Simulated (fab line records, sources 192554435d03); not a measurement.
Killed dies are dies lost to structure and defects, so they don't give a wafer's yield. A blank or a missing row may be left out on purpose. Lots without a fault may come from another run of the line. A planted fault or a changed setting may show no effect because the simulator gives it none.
Chamber matching | flow n5_finfet | N5_STI_FIN_REVEAL_ALD_00 on ald_sin-02: 4 sister chambers
The step deposits SiO2, target thk 1 nm, pulse time 1 s. 27 wafers are shown with their chamber, then 12 later ones without.

WAFERS WITH THEIR CHAMBER
wafer  | chamber | heater_power_w (W) | precursor_pulse_height_rel
L074.1 | 2       | 432                | 0.990
L074.3 | 1       | 456                | 1.016
L074.5 | 1       | 460                | 1.012
L075.1 | 1       | 448                | 0.994
L075.2 | 2       | 448                | 1.003
L075.3 | 3       | 452                | 0.997
L075.4 | 0       | 435                | 1.003
L075.5 | 3       | 448                | 0.991
L075.6 | 0       | 442                | 1.000
L082.1 | 1       | 467                | 1.013
L082.3 | 3       | 453                | 0.998
L082.6 | 2       | 440                | 1.027
L083.2 | 3       | 443                | 1.015
L083.3 | 1       | 463                | 1.003
L083.4 | 2       | 446                | 0.985
L085.1 | 0       | 436                | 0.987
L085.2 | 2       | 445                | 1.033
L085.6 | 1       | 461                | 0.999
L087.1 | 3       | 454                | 0.979
L087.2 | 2       | 448                | 1.009
L087.3 | 1       | 468                | 0.996
L087.4 | 0       | 450                | 1.002
L087.5 | 2       | 435                | 1.013
L087.6 | 1       | 466                | 1.034
L088.2 | 1       | 466                | 0.975
L088.5 | 2       | 452                | 0.971
L088.6 | 3       | 443                | 1.000

SIGNATURES (means of the wafers above)
reading                    | chamber 0 | chamber 1 | chamber 2 | chamber 3 | scatter within a chamber
heater_power_w             | 440.75    | 461.67    | 443.25    | 448.83    | 6.37
precursor_pulse_height_rel | 0.99800   | 1.00467   | 1.00387   | 0.99667   | 0.0164
Rule: a wafer's distance from a chamber is the root of the sum, over the readings, of the square of ((its reading less the chamber's mean) divided by the reading's scatter). The wafer belongs to the nearest chamber; if the next one is less than 2 further off, it can't be placed. The scatter: the root of (the sum of the squares of (reading less its chamber's mean) over the shown wafers, divided by (wafers less chambers)).

WAFERS WITHOUT THEIR CHAMBER
wafer  | heater_power_w (W) | precursor_pulse_height_rel
L092.1 | 458                | 0.977
L092.2 | 441                | 1.023
L092.3 | 443                | 0.992
L092.4 | 440                | 0.990
L092.5 | 433                | 1.050
L092.6 | 448                | 1.020
L093.1 | 461                | 1.016
L093.4 | 440                | 0.993
L093.5 | 451                | 0.961
L097.3 | 445                | 0.977
L097.4 | 467                | 1.008
L097.5 | 427                | 1.008

WHICH CHAMBER EACH WENT THROUGH
wafer  | from the rows above               | in truth
L092.1 | can't be placed: 1 or 3 or 2 or 0 | 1
L092.2 | can't be placed: 2 or 0 or 3      | 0
L092.3 | can't be placed: 0 or 2 or 3      | 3
L092.4 | can't be placed: 0 or 2 or 3      | 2
L092.5 | can't be placed: 2 or 0 or 3      | 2
L092.6 | can't be placed: 2 or 3 or 0 or 1 | 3
L093.1 | can't be placed: 1 or 3           | 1
L093.4 | can't be placed: 0 or 2 or 3      | 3
L093.5 | can't be placed: 3 or 0 or 2 or 1 | 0
L097.3 | can't be placed: 3 or 0 or 2 or 1 | 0
L097.4 | 1                                 | 1
L097.5 | can't be placed: 0 or 2 or 3      | 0
Placed correctly: 1 of 12. Can't be placed from these rows: 11 (the true chamber is among the candidates in 11). Placed wrongly: 0.
